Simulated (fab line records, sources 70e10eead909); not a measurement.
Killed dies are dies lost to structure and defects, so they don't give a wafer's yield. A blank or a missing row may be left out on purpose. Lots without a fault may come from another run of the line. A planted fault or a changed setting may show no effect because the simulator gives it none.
A struck lot beside a sound one | flow nand_harc | 15 steps out of a route of 1159
Sound: wafers L149.2, L149.4, L149.5. Struck: wafers L156.2, L156.3, L156.5. The cause comes at the end.
At each step with rows: each side's tool, then ch and its chambers, then its first start. Under that, the readings that differ: sound wafers | struck wafers | difference of the means | sigmas: that difference in standard deviations of wafers without a fault.
alike: readings whose means differ by less than 2 such deviations, and words and numbers that are the same on both sides. not compared: withheld readings, readings that some wafer has no value for, bounds like >300 that may hide the same value, and numbers for which the record gives no deviation and whose values overlap.
The two part at a step that has a row with sigmas, a row that says differs or no value, or rows on one side only. Numbers that don't overlap but have no deviation are shown without sigmas and don't part them. A reading that every wafer of one side lacks parts them only if that side has two wafers or more.

NHARC_A_ZERO_WELL_DESCUM_12: chemistry O2, time 3 s.
  sound on rie_diel-03 ch 0,3, day 7 06:40; struck on rie_diel-12 ch 1,3, day 8 12:56
  alike: drypump_motor_current_A, oes_product_au, rf_vpp_V, showerhead_plenum_p_Torr, throttle_valve_pct
  not compared: rf_hours_counter_h
NHARC_A_ZERO_WELL_ETCH_19: etches the open film in N2/H2, target depth 80 nm, overetch 24 nm, time 87.88 s.
  sound on rie_diel-03 ch 1,2,3, day 7 06:45; struck on rie_diel-12 ch 1,2, day 8 13:31
  alike: drypump_motor_current_A, oes_product_au, rf_vpp_V, showerhead_plenum_p_Torr, throttle_valve_pct
  not compared: rf_hours_counter_h
NHARC_A_ZERO_WELL_ETCH_13: etches the open film in HBr/Cl2, target depth 120 nm, time 40.1 s.
  sound on rie_si-02 ch 0,2, day 7 06:53; struck on rie_si-02 ch 1,2, day 8 13:37
  alike: drypump_motor_current_A, oes_product_au, throttle_valve_pct
  not compared: rf_hours_counter_h
then, 4 steps without rows for these wafers: NHARC_A_ZERO_WELL_STRIP_14 (strips in SPM, time 900 s); NHARC_A_ZERO_WELL_IMPLANT_15; NHARC_A_ZERO_WELL_PRECLEAN_22 (cleans in SC1, time 60 s); NHARC_A_ZERO_WELL_SRD_23.
NHARC_A_ZERO_WELL_RTA_16: time 10 s.
  sound on rtp_anneal-01 ch 0, day 7 07:47; struck on rtp_anneal-01 ch 0, day 8 14:33
  alike: lamp_power_pct, wafer_temp_C_max
NHARC_A_ZERO_WELL_INSPECT_17:
  sound on defect_inspect-02, day 7 07:58; struck on defect_inspect-02, day 8 14:43
  alike: raw_defect_count
then, 2 steps without rows for these wafers: NHARC_A_SOURCE_PLATE_PRECLEAN_00 (cleans in HF-LAST, time 60 s); NHARC_A_SOURCE_PLATE_SRD_01.
NHARC_A_SOURCE_PLATE_OXIDE_02: material SiO2, target thk 10 nm, ox time 1362 s.
  sound on furnace-05 ch 0, day 7 11:04; struck on furnace-05 ch 0, day 8 21:17
NHARC_A_SOURCE_PLATE_THK_MEAS_09: measures by ellipsometry.
  sound on film_metro-02, day 7 15:07; struck on film_metro-02, day 9 01:45
  reading     | sound        | struck         | difference | sigmas
  thk_nm (nm) | 9.2 9.7 11.4 | 17.3 15.8 15.1 | +6.0       | +6
then, 1 step without rows for these wafers: NHARC_A_SOURCE_PLATE_PVD_04 (deposits WSi2, target thk 50 nm).
-- the record jumps here: 12 days lie between the struck wafers' starts before and after (it left off in module A_SOURCE_PLATE and takes up again in module END, whose first step shown is number 1159 of the route) --
NHARC_END_SORT_01:
  sound on prober-01 ch 0, day 20 01:22; struck on prober-02 ch 0, day 20 22:19
  reading         | sound    | struck   | difference | sigmas
  killed_at_array | 11 9 13  | 25 35 34 | +20        | +2
  killed_dies     | 13 15 16 | 32 42 36 | +22        | +2
  alike: killed_at_other, killed_at_periphery, killed_open, killed_short

WHERE THEY PART
First at NHARC_A_SOURCE_PLATE_THK_MEAS_09; last, within this record, at NHARC_END_SORT_01.

WHY: what the simulator had put in
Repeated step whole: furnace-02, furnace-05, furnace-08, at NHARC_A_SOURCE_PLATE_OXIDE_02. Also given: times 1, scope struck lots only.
